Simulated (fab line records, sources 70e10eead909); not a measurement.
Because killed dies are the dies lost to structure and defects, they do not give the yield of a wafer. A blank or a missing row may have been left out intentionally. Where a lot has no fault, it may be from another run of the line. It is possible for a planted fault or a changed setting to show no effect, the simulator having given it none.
Which of the tools did it? / flow nand harc / Sampling: 11 lots, 33 wafers, 5 of 1159 route steps

== WHAT THE GAUGES SHOWED, per wafer ==
NHARC_END_SORT_01.
lot=L419; measured=day 24 00:59; on=prober-01; killed at array=16 14 649

== TOOL THAT RAN EACH LOT (tool first, then ch and the chambers of the sampled wafers, then the start) ==
lot=L402; NHARC_A_STAIRCASE_STRIP_475=rie diel-13 ch 0,1, day 13 21:55 or earlier; NHARC_A_SGD_CUT_DESCUM_14=rie diel-01 ch 2,3, day 13 21:55; NHARC_A_SGD_CUT_ETCH_58=rie diel-01 ch 2,3, day 13 22:01; NHARC_A_SGD_CUT_CMP_21=cmp-02 ch 0,1,2, day 14 04:45
lot=L404; NHARC_A_STAIRCASE_STRIP_475=rie diel-05 ch 0,2,3, day 14 05:59 or earlier; NHARC_A_SGD_CUT_DESCUM_14=rie diel-11 ch 0,2,3, day 14 05:59; NHARC_A_SGD_CUT_ETCH_58=rie diel-11 ch 1,3, day 14 06:13; NHARC_A_SGD_CUT_CMP_21=cmp-03 ch 0,3, day 14 14:02
lot=L406; NHARC_A_STAIRCASE_STRIP_475=rie diel-08 ch 0,2,3, day 14 06:20 or earlier; NHARC_A_SGD_CUT_DESCUM_14=rie diel-04 ch 1,2, day 14 06:20; NHARC_A_SGD_CUT_ETCH_58=rie diel-04 ch 1,2,3, day 14 06:28; NHARC_A_SGD_CUT_CMP_21=cmp-01 ch 2,3, day 14 14:07
lot=L407; NHARC_A_STAIRCASE_STRIP_475=rie diel-08 ch 1,3, day 14 17:04 or earlier; NHARC_A_SGD_CUT_DESCUM_14=rie diel-11 ch 0,1,2, day 14 17:04; NHARC_A_SGD_CUT_ETCH_58=rie diel-11 ch 1,3, day 14 17:09; NHARC_A_SGD_CUT_CMP_21=cmp-01 ch 1,2,3, day 15 01:12
lot=L410; NHARC_A_STAIRCASE_STRIP_475=rie diel-08 ch 0,1,2, day 16 01:04 or earlier; NHARC_A_SGD_CUT_DESCUM_14=rie diel-11 ch 0,1,3, day 16 01:04; NHARC_A_SGD_CUT_ETCH_58=rie diel-11 ch 0,2,3, day 16 01:09; NHARC_A_SGD_CUT_CMP_21=cmp-01 ch 0,2, day 16 08:31
lot=L412; NHARC_A_STAIRCASE_STRIP_475=rie diel-08 ch 0,2, day 16 11:18 or earlier; NHARC_A_SGD_CUT_DESCUM_14=rie diel-01 ch 1,3, day 16 11:18; NHARC_A_SGD_CUT_ETCH_58=rie diel-01 ch 0,2,3, day 16 11:24; NHARC_A_SGD_CUT_CMP_21=cmp-01 ch 0,2,3, day 16 20:59
lot=L413; NHARC_A_STAIRCASE_STRIP_475=rie diel-05 ch 0,1,2, day 16 10:35; NHARC_A_SGD_CUT_DESCUM_14=rie diel-04 ch 1,2,3, day 16 12:17; NHARC_A_SGD_CUT_ETCH_58=rie diel-04 ch 1,2,3, day 16 12:22; NHARC_A_SGD_CUT_CMP_21=cmp-03 ch 1,2,3, day 16 20:58
lot=L411; NHARC_A_STAIRCASE_STRIP_475=rie diel-08 ch 1,2, day 16 13:02 or earlier; NHARC_A_SGD_CUT_DESCUM_14=rie diel-01 ch 1,2, day 16 13:02; NHARC_A_SGD_CUT_ETCH_58=rie diel-01 ch 0,1,2, day 16 13:08; NHARC_A_SGD_CUT_CMP_21=cmp-02 ch 2,3, day 16 20:58
lot=L419; NHARC_A_STAIRCASE_STRIP_475=rie diel-13 ch 0,1,3, day 18 06:46 or earlier; NHARC_A_SGD_CUT_DESCUM_14=rie diel-11 ch 0,1,3, day 18 06:46; NHARC_A_SGD_CUT_ETCH_58=rie diel-11 ch 0,2,3, day 18 06:51; NHARC_A_SGD_CUT_CMP_21=cmp-02 ch 0,2, day 18 12:38
lot=L424; NHARC_A_STAIRCASE_STRIP_475=rie diel-13 ch 1,2, day 19 22:02 or earlier; NHARC_A_SGD_CUT_DESCUM_14=rie diel-04 ch 1,2, day 19 22:02; NHARC_A_SGD_CUT_ETCH_58=rie diel-04 ch 0,1,3, day 19 22:08; NHARC_A_SGD_CUT_CMP_21=cmp-02 ch 0,1, day 20 03:32
lot=L425; NHARC_A_STAIRCASE_STRIP_475=rie diel-08 ch 0,1, day 19 20:43; NHARC_A_SGD_CUT_DESCUM_14=rie diel-01 ch 2,3, day 19 22:24; NHARC_A_SGD_CUT_ETCH_58=rie diel-01 ch 2,3, day 19 22:31; NHARC_A_SGD_CUT_CMP_21=cmp-01 ch 0,1, day 20 03:35
- NHARC_A_STAIRCASE_STRIP_475: strips in O2, time 20 s.
- NHARC_A_SGD_CUT_DESCUM_14: chemistry O2, time 3 s.
- NHARC_A_SGD_CUT_ETCH_58: etches the open film in CF4, target depth 39 nm, time 65 s.
- NHARC_A_SGD_CUT_CMP_21: polishes, target thk 148.19 nm.

== THE ANSWER, worked out from the rows above alone ==
Rule: the lots themselves supply what counts as usual. Put in order of their means at a reading, lots are off if they are a third of the lots or fewer, leave a main group of 4 or more, and stand apart from it by a gap of 3 or more times the standard deviation of the main group's means; of several such gaps the widest counts. A main group whose means are all the same, to the digits that the tables above print for the reading, isn't used. Also off: a lot with no number at a reading for which 4 or more lots have one. Where the step has rows for the other lots, those lots are counted as sound.
Across all readings shown, no lot is off: no conclusion can be drawn from this.

== WHAT WAS PUT IN BY THE SIMULATOR ==
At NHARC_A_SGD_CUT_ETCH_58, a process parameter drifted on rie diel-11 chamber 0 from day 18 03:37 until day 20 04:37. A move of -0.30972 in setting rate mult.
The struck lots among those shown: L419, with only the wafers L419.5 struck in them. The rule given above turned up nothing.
